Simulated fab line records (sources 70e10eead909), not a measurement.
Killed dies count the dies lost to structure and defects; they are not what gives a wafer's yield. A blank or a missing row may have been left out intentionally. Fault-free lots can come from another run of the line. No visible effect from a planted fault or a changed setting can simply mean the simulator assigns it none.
Which tool was responsible?    flow nand-harc    12 lots with 36 wafers sampled at 5 steps, on a route of 1302 steps

== WHAT THE GAUGES READ, wafer by wafer ==
NHARC_A_SGD_CUT_OVL_MEAS_10.
lot   measured      on          overlay-x-nm (nm)  overlay-y-nm (nm)
L744  day 19 04:32  overlay-02  -1.8 -1.3 -1.6     0.0 -0.2 0.1
L747  day 20 02:32  overlay-01  1.2 1.1 0.7        0.3 0.4 0.1
L749  day 20 21:22  overlay-02  0.6 0.5 0.9        -0.6 -0.5 1.0
L750  day 20 22:36  overlay-01  0.2 0.0 -0.3       -0.2 0.7 0.4
L754  day 23 08:58  overlay-01  -0.2 0.0 -1.0      1.1 0.6 0.2
L753  day 23 09:13  overlay-02  0.1 0.7 0.3        0.0 -0.2 0.6
L756  day 24 05:46  overlay-01  0.0 -0.3 0.2       -0.4 -0.3 -0.4
L762  day 26 16:20  overlay-02  0.9 1.1 1.1        0.7 0.3 0.2
L763  day 26 16:51  overlay-01  1.2 1.5 0.7        0.2 0.4 -0.2
L765  day 28 10:08  overlay-02  0.8 0.8 0.8        0.1 0.0 0.2
L767  day 28 20:08  overlay-01  -0.3 -0.1 0.0      0.3 0.9 0.2
L766  day 28 20:25  overlay-02  -0.8 -0.8 -0.4     -1.0 -1.0 -1.1

NHARC_END_SORT_01.
lot   measured      on         killed-at-array  killed-at-other  killed-at-periphery  killed-dies  killed-open  killed-short
L763  day 31 20:42  prober-02  289 66 33        3 4 3            5 0 1                297 70 37    6 1 3        7 3 4

== WHICH TOOL RAN EACH LOT (tool, then ch and the chambers of the sampled wafers, then the start) ==
lot   NHARC_A_STAIRCASE_ETCHBACK_422      NHARC_A_SGD_CUT_DESCUM_14           NHARC_A_SGD_CUT_ETCH_16
L744  rie-diel-09 ch 0,1, day 19 02:28    rie-diel-07 ch 2,3, day 19 04:38    rie-diel-07 ch 0,1,3, day 19 05:14
L747  rie-diel-06 ch 1,2, day 20 00:20    rie-diel-08 ch 2,3, day 20 02:38    rie-diel-08 ch 0,1, day 20 03:13
L749  rie-diel-13 ch 1,2,3, day 20 19:11  rie-diel-08 ch 0,1, day 20 21:28    rie-diel-08 ch 0,2,3, day 20 22:04
L750  rie-diel-13 ch 0,1, day 20 20:29    rie-diel-04 ch 1,2, day 20 22:42    rie-diel-04 ch 0,1,3, day 20 23:17
L754  rie-diel-09 ch 0,1,2, day 23 06:57  rie-diel-08 ch 1,2, day 23 09:04    rie-diel-08 ch 1,2,3, day 23 09:46
L753  rie-diel-06 ch 0,1,2, day 23 07:07  rie-diel-07 ch 2,3, day 23 09:19    rie-diel-07 ch 0,2,3, day 23 09:55
L756  rie-diel-06 ch 1,2,3, day 24 03:38  rie-diel-08 ch 0,2, day 24 05:52    rie-diel-08 ch 0,1, day 24 06:32
L762  rie-diel-13 ch 0,2,3, day 26 14:08  rie-diel-08 ch 0,3, day 26 16:27    rie-diel-08 ch 0,2,3, day 26 17:07
L763  rie-diel-09 ch 0,2, day 26 14:43    rie-diel-08 ch 0,3, day 26 16:58    rie-diel-08 ch 2,3, day 26 17:45
L765  rie-diel-06 ch 0,3, day 28 07:59    rie-diel-07 ch 0,1,3, day 28 10:14  rie-diel-07 ch 1,2, day 28 10:48
L767  rie-diel-13 ch 0,2,3, day 28 17:51  rie-diel-07 ch 2,3, day 28 20:14    rie-diel-07 ch 0,1,2, day 28 20:48
L766  rie-diel-13 ch 0,1,2, day 28 18:13  rie-diel-04 ch 1,3, day 28 20:32    rie-diel-04 ch 0,1, day 28 21:13
- NHARC_A_STAIRCASE_ETCHBACK_422: etches the open film in CH3F/O2, target depth 40 nm, time 74.286 s.
- NHARC_A_SGD_CUT_DESCUM_14: chemistry O2, time 3 s.
- NHARC_A_SGD_CUT_ETCH_16: etches the open film in C4F8/O2/Ar, target depth 310.5 nm, time 155.2 s.

== WHAT THE TOOLS THEMSELVES READ (means of the sampled wafers that have a number; where no wafer has one, the mark that the record gives instead) ==
NHARC_A_STAIRCASE_ETCHBACK_422.
lot   tool         drypump-motor-current-A (A)  oes-product-au (a.u.)  rf-fwd-power-W (W)  rf-vpp-V (V)  showerhead-plenum-p-Torr (Torr)  throttle-valve-pct (%)
L744  rie-diel-09  5.5                          0.94                   494.4               246.2         2.58                             20.655
L747  rie-diel-06  5.5                          0.92                   494.5               245.9         2.58                             20.666
L749  rie-diel-13  5.6                          0.99                   495.5               244.5         2.45                             20.658
L750  rie-diel-13  5.3                          0.92                   495.3               245.3         2.53                             20.669
L754  rie-diel-09  5.6                          1.01                   495.8               244.8         2.50                             20.664
L753  rie-diel-06  5.6                          1.02                   495.6               244.5         2.52                             20.662
L756  rie-diel-06  5.9                          1.00                   494.8               244.9         2.50                             20.658
L762  rie-diel-13  5.5                          0.92                   496.9               244.8         2.47                             20.656
L763  rie-diel-09  5.8                          0.93                   493.6               243.5         2.42                             20.663
L765  rie-diel-06  6.0                          0.93                   494.1               243.8         2.42                             20.671
L767  rie-diel-13  5.5                          0.93                   497.4               244.7         2.46                             20.654
L766  rie-diel-13  5.2                          0.99                   495.0               245.0         2.51                             20.662

NHARC_A_SGD_CUT_DESCUM_14.
lot   tool         drypump-motor-current-A (A)  oes-product-au (a.u.)  rf-vpp-V (V)  showerhead-plenum-p-Torr (Torr)  throttle-valve-pct (%)
L744  rie-diel-07  6.2                          0.990                  57.2          1.86                             11.310
L747  rie-diel-08  5.5                          1.008                  56.7          1.96                             11.306
L749  rie-diel-08  5.4                          0.992                  56.3          1.86                             11.307
L750  rie-diel-04  5.6                          0.994                  58.3          1.97                             11.306
L754  rie-diel-08  6.1                          0.999                  57.3          1.92                             11.316
L753  rie-diel-07  6.2                          1.000                  57.7          1.86                             11.309
L756  rie-diel-08  5.9                          1.003                  57.8          1.96                             11.311
L762  rie-diel-08  5.0                          1.001                  58.5          1.91                             11.311
L763  rie-diel-08  5.0                          1.005                  57.5          1.91                             11.313
L765  rie-diel-07  5.7                          1.012                  58.0          1.88                             11.316
L767  rie-diel-07  5.9                          1.003                  57.0          1.82                             11.306
L766  rie-diel-04  5.9                          1.000                  57.4          1.86                             11.317

NHARC_A_SGD_CUT_ETCH_16.
lot   tool         oes-product-au (a.u.)  rf-fwd-power-W (W)  rf-vpp-V (V)
L744  rie-diel-07  0.976                  598.5               722
L747  rie-diel-08  0.963                  598.9               721
L749  rie-diel-08  0.962                  597.5               724
L750  rie-diel-04  0.981                  596.7               719
L754  rie-diel-08  0.983                  597.4               726
L753  rie-diel-07  0.970                  597.3               723
L756  rie-diel-08  0.966                  597.8               721
L762  rie-diel-08  0.986                  597.0               724
L763  rie-diel-08  0.988                  597.8               728
L765  rie-diel-07  0.978                  597.8               721
L767  rie-diel-07  0.986                  600.9               723
L766  rie-diel-04  0.967                  594.6               719

== THE ANSWER, worked out from the rows above alone ==
Rule: what is usual is taken from the lots themselves. The widest of any qualifying gaps counts: lots, ordered by their means at a reading, are off when they make up no more than a third of the lots, leave a main group of 4 or more, and stand apart from it by 3 or more times the standard deviation of that group's means. If all means in a main group match to the digits the tables above print for the reading, that group is not used. Also off: a lot with no number at a reading for which 4 or more lots have one. Where the step has rows for the other lots, those lots are counted as sound. The gauges are gone through in route order, then the tools' own readings, and for those a lot's mean is taken as printed above. At the first step where some lot is off, the reading lying furthest off is the one used; lots without a number count as furthest.
Nothing can be told from this: no lot is off at any reading shown.

== WHAT THE SIMULATOR PUT IN ==
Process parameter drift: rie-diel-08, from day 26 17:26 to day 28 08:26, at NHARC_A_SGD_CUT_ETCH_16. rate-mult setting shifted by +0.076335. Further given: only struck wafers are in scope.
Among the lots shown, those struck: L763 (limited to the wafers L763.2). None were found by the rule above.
